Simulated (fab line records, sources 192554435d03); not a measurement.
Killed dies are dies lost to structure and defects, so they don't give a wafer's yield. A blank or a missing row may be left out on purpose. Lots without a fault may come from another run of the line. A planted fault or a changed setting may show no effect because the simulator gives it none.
Which tool did it? | flow n5_finfet | 10 lots, 30 wafers sampled, at 5 steps of a route of 1938

WHAT THE GAUGES READ, wafer by wafer
N5_BEOL_M1_INSPECT_13: inspects for defects (brightfield).
lot  | measured     | on                | raw_defect_count
L815 | day 6 02:58  | defect_inspect-01 | 504 387 486
L818 | day 7 04:50  | defect_inspect-01 | 396 352 367
L820 | day 7 09:40  | defect_inspect-01 | 470 395 485
L822 | day 7 16:15  | defect_inspect-02 | 1111 1126 1169
L824 | day 8 10:43  | defect_inspect-01 | 546 597 555
L825 | day 8 20:56  | defect_inspect-01 | 1357 1189 1281
L826 | day 8 21:05  | defect_inspect-02 | 1227 1441 1309
L831 | day 10 01:11 | defect_inspect-02 | 320 407 297
L836 | day 11 06:17 | defect_inspect-02 | 433 399 557
L838 | day 11 22:47 | defect_inspect-02 | 394 482 418

WHICH TOOL RAN EACH LOT (tool, then ch and the chambers of the sampled wafers, then the start)
lot  | N5_BEOL_M0_SPUTTER_132       | N5_BEOL_M0_SPUTTER_134       | N5_BEOL_M0_ANNEAL_119            | N5_BEOL_M1_ILD_DEP_00
L815 | pvd_sputter-02, day 5 23:08  | pvd_sputter-02, day 5 23:15  | rtp_anneal-02 ch 0, day 5 23:52  | pecvd-01 ch 0,1, day 6 00:46
L818 | pvd_sputter-02, day 7 00:50  | pvd_sputter-02, day 7 00:58  | rtp_anneal-02 ch 0, day 7 01:20  | pecvd-02 ch 0,2, day 7 02:13
L820 | pvd_sputter-03, day 7 06:33  | pvd_sputter-03, day 7 06:40  | rtp_anneal-01 ch 0, day 7 06:59  | pecvd-02 ch 0,1,2, day 7 07:54
L822 | pvd_sputter-01, day 7 12:51  | pvd_sputter-01, day 7 12:58  | rtp_anneal-02 ch 0, day 7 13:35  | pecvd-02 ch 0,1, day 7 14:28
L824 | pvd_sputter-01, day 8 07:22  | pvd_sputter-01, day 8 07:29  | rtp_anneal-02 ch 0, day 8 08:14  | pecvd-01 ch 0,2, day 8 09:07
L825 | pvd_sputter-01, day 8 17:21  | pvd_sputter-01, day 8 17:28  | rtp_anneal-01 ch 0, day 8 17:50  | pecvd-02 ch 0,1,2, day 8 18:42
L826 | pvd_sputter-02, day 8 17:27  | pvd_sputter-02, day 8 17:34  | rtp_anneal-02 ch 0, day 8 17:53  | pecvd-02 ch 0,1, day 8 18:50
L831 | pvd_sputter-03, day 9 22:43  | pvd_sputter-03, day 9 22:50  | rtp_anneal-01 ch 0, day 9 23:22  | pecvd-04 ch 1,2, day 10 00:11
L836 | pvd_sputter-03, day 11 03:16 | pvd_sputter-03, day 11 03:23 | rtp_anneal-01 ch 0, day 11 03:45 | pecvd-01 ch 1,2, day 11 04:40
L838 | pvd_sputter-03, day 11 19:39 | pvd_sputter-03, day 11 19:46 | rtp_anneal-02 ch 0, day 11 21:12 | pecvd-02 ch 0,1,2, day 11 22:01
- N5_BEOL_M0_SPUTTER_132: material Cu, target thk 4 nm, time 7.37 s.
- N5_BEOL_M0_SPUTTER_134: material Cu, target thk 4 nm, time 7.37 s.
- N5_BEOL_M0_ANNEAL_119: time 90 s.
- N5_BEOL_M1_ILD_DEP_00: deposits SiOC from DEMS/O2, target thk 79 nm, time 15.3 s.

THE ANSWER, worked out from the rows above alone
Rule: what is usual is taken from the lots themselves. Put in order of their means at a reading, lots are off if they are a third of the lots or fewer, leave a main group of 4 or more, and stand apart from it by a gap of 3 or more times the standard deviation of the main group's means; of several such gaps the widest counts. A main group whose means are all the same, to the digits that the tables above print for the reading, isn't used. A lot without any number at a reading at which 4 lots or more have one is off too. The other lots that the step has rows for count as sound.
Off: L822, L825, L826, at N5_BEOL_M1_INSPECT_13 (raw_defect_count). The main group: mean 440, standard deviation 67.
A tool fits if, at a process step before that reading, it ran every lot that is off, and no sound lot after the first of them. The gauges at N5_BEOL_M1_INSPECT_13 are tried like those tools. None of those tried fits.

WHAT THE SIMULATOR HAD PUT IN
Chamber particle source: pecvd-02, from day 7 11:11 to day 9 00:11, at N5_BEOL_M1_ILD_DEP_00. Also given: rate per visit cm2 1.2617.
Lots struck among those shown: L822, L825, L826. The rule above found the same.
